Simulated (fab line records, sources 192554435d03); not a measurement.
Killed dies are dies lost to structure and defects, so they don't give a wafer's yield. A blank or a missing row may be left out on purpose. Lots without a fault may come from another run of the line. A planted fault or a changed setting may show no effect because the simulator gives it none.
Chamber matching | flow n5_finfet | N5_BEOL_M0_SAQP_SPACER2_ALD_26 on ald_sin-04: 4 sister chambers
The step deposits SiO2, target thk 15 nm, pulse time 1 s, purge time 2 s. 27 wafers are shown with their chamber, then 12 later ones without.

WAFERS WITH THEIR CHAMBER
wafer  | chamber | heater_power_w (W) | chamber_pressure_Torr (Torr) | precursor_pulse_height_rel
L074.1 | 1       | 418                | 2.000                        | 0.980
L074.4 | 2       | 457                | 2.000                        | 0.999
L074.6 | 0       | 440                | 2.001                        | 1.000
L075.2 | 0       | 426                | 2.004                        | 0.980
L075.3 | 3       | 572                | 2.005                        | 0.978
L075.6 | 0       | 437                | 1.996                        | 0.994
L078.2 | 1       | 414                | 2.005                        | 0.997
L078.3 | 3       | 576                | 2.003                        | 1.032
L078.5 | 3       | 550                | 2.006                        | 1.005
L079.1 | 3       | 555                | 1.995                        | 0.987
L079.5 | 0       | 433                | 2.000                        | 0.993
L079.6 | 3       | 551                | 2.000                        | 1.027
L083.1 | 0       | 445                | 1.998                        | 0.998
L083.5 | 0       | 441                | 2.003                        | 1.054
L083.6 | 3       | 564                | 1.999                        | 0.989
L084.3 | 3       | 557                | 1.999                        | 1.007
L084.4 | 1       | 426                | 2.002                        | 1.024
L084.6 | 0       | 426                | 2.004                        | 0.976
L085.1 | 2       | 466                | 1.996                        | 0.967
L085.3 | 3       | 551                | 1.997                        | 1.006
L085.5 | 1       | 434                | 2.003                        | 1.001
L088.1 | 2       | 495                | 2.000                        | 1.007
L088.4 | 3       | 546                | 2.003                        | 1.019
L088.5 | 3       | 563                | 2.010                        | 0.998
L089.1 | 1       | 418                | 2.003                        | 1.019
L089.4 | 0       | 434                | 2.007                        | 1.045
L089.6 | 3       | 567                | 1.990                        | 0.969

SIGNATURES (means of the wafers above)
reading                    | chamber 0 | chamber 1 | chamber 2 | chamber 3 | scatter within a chamber
heater_power_w             | 435.25    | 422.00    | 472.67    | 559.27    | 10.1
chamber_pressure_Torr      | 2.00163   | 2.00260   | 1.99867   | 2.00064   | 0.0043
precursor_pulse_height_rel | 1.00500   | 1.00420   | 0.99100   | 1.00155   | 0.0227
Rule: a wafer's distance from a chamber is the root of the sum, over the readings, of the square of ((its reading less the chamber's mean) divided by the reading's scatter). The wafer belongs to the nearest chamber; if the next one is less than 2 further off, it can't be placed. The scatter: the root of (the sum of the squares of (reading less its chamber's mean) over the shown wafers, divided by (wafers less chambers)).

WAFERS WITHOUT THEIR CHAMBER
wafer  | heater_power_w (W) | chamber_pressure_Torr (Torr) | precursor_pulse_height_rel
L091.2 | 448                | 1.998                        | 1.013
L091.3 | 567                | 2.002                        | 0.991
L091.5 | 420                | 2.007                        | 1.001
L094.2 | 445                | 1.992                        | 1.027
L094.3 | 439                | 1.998                        | 0.970
L094.6 | 480                | 1.994                        | 1.007
L095.2 | 428                | 2.001                        | 0.997
L095.5 | 477                | 1.997                        | 0.995
L095.6 | 572                | 1.996                        | 1.001
L096.4 | 429                | 2.001                        | 1.021
L096.5 | 471                | 1.993                        | 0.992
L096.6 | 423                | 2.002                        | 0.970

WHICH CHAMBER EACH WENT THROUGH
wafer  | from the rows above          | in truth
L091.2 | can't be placed: 0 or 2 or 1 | 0
L091.3 | 3                            | 3
L091.5 | can't be placed: 1 or 0      | 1
L094.2 | can't be placed: 0 or 1 or 2 | 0
L094.3 | can't be placed: 0 or 1 or 2 | 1
L094.6 | 2                            | 2
L095.2 | can't be placed: 1 or 0      | 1
L095.5 | 2                            | 2
L095.6 | 3                            | 3
L096.4 | can't be placed: 0 or 1      | 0
L096.5 | 2                            | 2
L096.6 | can't be placed: 1 or 0      | 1
Placed correctly: 5 of 12. Can't be placed from these rows: 7 (the true chamber is among the candidates in 7). Placed wrongly: 0.
